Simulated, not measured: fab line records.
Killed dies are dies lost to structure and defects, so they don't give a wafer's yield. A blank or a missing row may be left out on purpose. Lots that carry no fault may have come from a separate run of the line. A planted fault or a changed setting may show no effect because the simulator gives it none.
8D (eight disciplines) problem report, filled in by code || flow n5-finfet || the parts of the form that need people (team, actions taken, sign-off) are left out

## 1. PROBLEM STATEMENT
M8_ILD_THK at N5_BEOL_M8_THK_MEAS_01 reads a mean of 112.2 nm on 2 wafers of 1 lot; wafers without a fault read 154.2 nm with a standard deviation of 2.5. Relative to the usual mean, that is a shift of -17 standard deviations.
First observed at day 14 18:59: wafer L845.2, on film-metro-01. At this step, 15 wafers from 5 lots have a number in the record. Rule for "out" (also "out of limits"): further than 4 standard deviations from the usual mean. The other wafers with a number count as sound.

## 2. WHAT IT IS AND WHAT IT IS NOT
{"question": "which readings at this step", "is": "M8_ILD_THK", "is not": "-"}
{"question": "which lots", "is": "L845", "is not": "L832, L833, L846, L847"}
{"question": "which wafers of those lots", "is": "L845.2, L845.4", "is not": "L845.1"}
{"question": "read on which gauges", "is": "film-metro-01", "is not": "film-metro-02"}
{"question": "when", "is": "from day 14 18:59", "is not": "up to then (7 sound wafers); but 6 sound wafers of L846, L847 came after"}

## 3. THE SUSPECTS, EACH WITH WHAT RULES IT OUT
Counting: if a tool at a process step up to the reading ran every lot that is out, it stays a suspect. Sound lots after the first of them don't rule it out here, since some wafers of a struck lot are sound.
- the gauge at N5_BEOL_M8_THK_MEAS_01: kept. All the wafers that are out were read on film-metro-01, and no step on other tools shows them out.
- rtp-anneal-01 at N5_BEOL_M7_ANNEAL_51 (time 90 s): kept. The lot that is out, L845, ran on it at day 14 17:35; the last sound lot it ran before that was L833, at day 11 10:39.
- cmp-04 at N5_BEOL_M7_CMP_52 (polishes, stops on SiCOH lowk, t overpolish 6.9 s, target thk 80 nm): kept. The lot that is out, L845, ran on it at day 14 17:53; the last sound lot it ran before that was L833, at day 11 11:10.
- pecvd-04 at N5_BEOL_M8_ILD_DEP_00 (deposits SiCOH lowk from DEMS/porogen, target thk 179.75 nm, time 33.4 s): kept. The lot that is out, L845, ran on it at day 14 18:22; the last sound lot it ran before that was L832, at day 11 01:02.
- Within cmp-04 at N5_BEOL_M7_CMP_52: the wafers that are out ran in chambers 0, 3; their sound lot-mates ran in chamber 2.
- Within pecvd-04 at N5_BEOL_M8_ILD_DEP_00: the wafers that are out ran in chambers 0, 1; their sound lot-mates ran in chamber 2.
Left after counting: rtp-anneal-01 at N5_BEOL_M7_ANNEAL_51, cmp-04 at N5_BEOL_M7_CMP_52, pecvd-04 at N5_BEOL_M8_ILD_DEP_00, film-metro-01 at N5_BEOL_M8_THK_MEAS_01.

## 4. THE CAUSE (what the simulator had put in)
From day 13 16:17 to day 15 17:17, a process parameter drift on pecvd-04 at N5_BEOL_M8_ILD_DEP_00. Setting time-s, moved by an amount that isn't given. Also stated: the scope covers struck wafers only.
Counting leaves 4 suspects; this tool is one of them.

## 5. THE CHAIN OF EFFECTS, in route order
Each row: a reading where the mean over the struck wafers with a number is more than 3 standard deviations away from the usual. Scope: only readings with a usual standard deviation given in the record; hours: median across lots of the time from each lot's start at the first step in this table that gives one to its start at this step; sigmas: change in usual standard deviations.
{"hours": 0, "step": "N5_BEOL_M8_THK_MEAS_01", "reading": "M8_ILD_THK", "usual": "154.2 nm", "on struck wafers": 112.2, "change": -41.9, "sigmas": -17}
Later measuring or inspecting steps at which every struck wafer that the step has a row for has a number for every such reading, and none has moved that far: N5_BEOL_M8_CD_MEAS_11, N5_BEOL_M8_OVL_MEAS_12, N5_BEOL_M8_INSPECT_13, N5_BEOL_M8_CD_MEAS_18.

## 6. WHAT WOULD HAVE CAUGHT IT SOONER
The first out-of-limits reading at a measuring or inspecting step in this record came at day 14 18:59, 27 hours after the fault's start at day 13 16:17.
No tool reading at N5_BEOL_M8_ILD_DEP_00 that has a usual standard deviation in the record was out on any struck wafer, so an alarm limit of 4 standard deviations on those readings would not have fired.
Lots out: 1; all had begun N5_BEOL_M8_ILD_DEP_00 on pecvd-04 by day 14 18:59. None of them would have been spared by holding the tool at that moment.
